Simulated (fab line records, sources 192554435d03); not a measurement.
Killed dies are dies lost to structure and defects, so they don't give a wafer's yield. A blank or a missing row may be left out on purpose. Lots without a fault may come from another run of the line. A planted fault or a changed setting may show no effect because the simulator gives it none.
Which tool did it? | flow n5_finfet | 11 lots, 27 wafers sampled, at 2 steps of a route of 1938

WHAT THE GAUGES READ, wafer by wafer
N5_BEOL_M6_INSPECT_30: inspects for defects (brightfield). Usual: raw_defect_count 389, standard deviation 69.
lot  | measured     | on                | raw_defect_count | flag
L337 | day 8 11:23  | defect_inspect-01 | 384 384          |
L340 | day 9 03:12  | defect_inspect-02 | 413 405 356      |
L339 | day 9 22:08  | defect_inspect-02 | 319 347          |
L342 | day 10 00:14 | defect_inspect-01 | 404 357 455      |
L344 | day 10 02:26 | defect_inspect-02 | 526 315 502      |
L343 | day 10 02:31 | defect_inspect-02 | 304 317 310      |
L341 | day 11 14:16 | defect_inspect-01 | 407 312 386      |
L349 | day 12 09:07 | defect_inspect-02 | 425 593          |
L354 | day 14 04:07 | defect_inspect-01 | 372 421          |
L358 | day 14 18:28 | defect_inspect-02 | 432 346          |
L360 | day 14 22:39 | defect_inspect-02 | 380 395          |

WHICH TOOL RAN EACH LOT (tool, then ch and the chambers of the sampled wafers, then the start)
lot  | N5_BEOL_M6_STRIP_67
L337 | rie_diel-06 ch 1,2, day 8 10:28
L340 | rie_diel-05 ch 0,2,3, day 9 01:50
L339 | rie_diel-05 ch 0,3, day 9 17:13
L342 | rie_diel-05 ch 0,1, day 9 23:26
L344 | rie_diel-04 ch 0,3, day 10 01:41
L343 | rie_diel-06 ch 0,1,3, day 10 01:51
L341 | rie_diel-06 ch 1,2, day 11 10:14
L349 | rie_diel-04 ch 0,1, day 12 08:10
L354 | rie_diel-05 ch 1,2, day 14 01:24
L358 | rie_diel-05 ch 0,2, day 14 13:59
L360 | rie_diel-05 ch 0,3, day 14 20:12
- N5_BEOL_M6_STRIP_67: strips in CF4.

WHAT THE TOOLS THEMSELVES READ (means of the sampled wafers that have a number; where no wafer has one, the mark that the record gives instead)
N5_BEOL_M6_STRIP_67. Usual: drypump_motor_current_A 5.8 A, standard deviation 0.41; oes_product_au 0.83 a.u., standard deviation 0.092; rf_vpp_V 271.5 V, standard deviation 1.4; showerhead_plenum_p_Torr 1.82 Torr, standard deviation 0.052; throttle_valve_pct 13.50 %, standard deviation 0.24.
lot  | tool        | drypump_motor_current_A (A) | oes_product_au (a.u.) | rf_vpp_V (V) | showerhead_plenum_p_Torr (Torr) | throttle_valve_pct (%) | flag
L337 | rie_diel-06 | 6.5                         | 0.97                  | 272.3        | 1.85                            | 13.22                  |
L340 | rie_diel-05 | 5.7                         | 0.79                  | 271.4        | 1.81                            | 13.64                  |
L339 | rie_diel-05 | 5.8                         | 0.79                  | 270.7        | 1.76                            | 13.61                  |
L342 | rie_diel-05 | 5.8                         | 0.87                  | 271.5        | 1.80                            | 13.28                  |
L344 | rie_diel-04 | 5.3                         | 0.88                  | 271.6        | 1.81                            | 13.57                  |
L343 | rie_diel-06 | 5.8                         | 0.83                  | 269.9        | 1.80                            | 13.45                  |
L341 | rie_diel-06 | 6.4                         | 0.91                  | 271.6        | 1.83                            | 13.29                  |
L349 | rie_diel-04 | 5.3                         | 0.92                  | 271.4        | 1.83                            | 13.38                  |
L354 | rie_diel-05 | 6.0                         | 0.77                  | 272.5        | 1.85                            | 13.57                  |
L358 | rie_diel-05 | 5.6                         | 0.78                  | 270.8        | 1.81                            | 13.62                  |
L360 | rie_diel-05 | 5.7                         | 0.90                  | 270.1        | 1.75                            | 13.39                  |

THE ANSWER, worked out from the rows above alone
Rule: a lot is off if the mean of its wafers that have a number lies more than 3 standard deviations from the usual mean. A lot without any number at a reading at which 4 lots or more have one is off too. The other lots that the step has rows for count as sound. The gauges are gone through in route order, then the tools' own readings, and for those a lot's mean is taken as printed above. The first step at which some lot is off is used, and at that step the reading that is off furthest; a lot without a number counts as furthest.
No lot is off at any reading shown: from this, nothing can be told.

WHAT THE SIMULATOR HAD PUT IN
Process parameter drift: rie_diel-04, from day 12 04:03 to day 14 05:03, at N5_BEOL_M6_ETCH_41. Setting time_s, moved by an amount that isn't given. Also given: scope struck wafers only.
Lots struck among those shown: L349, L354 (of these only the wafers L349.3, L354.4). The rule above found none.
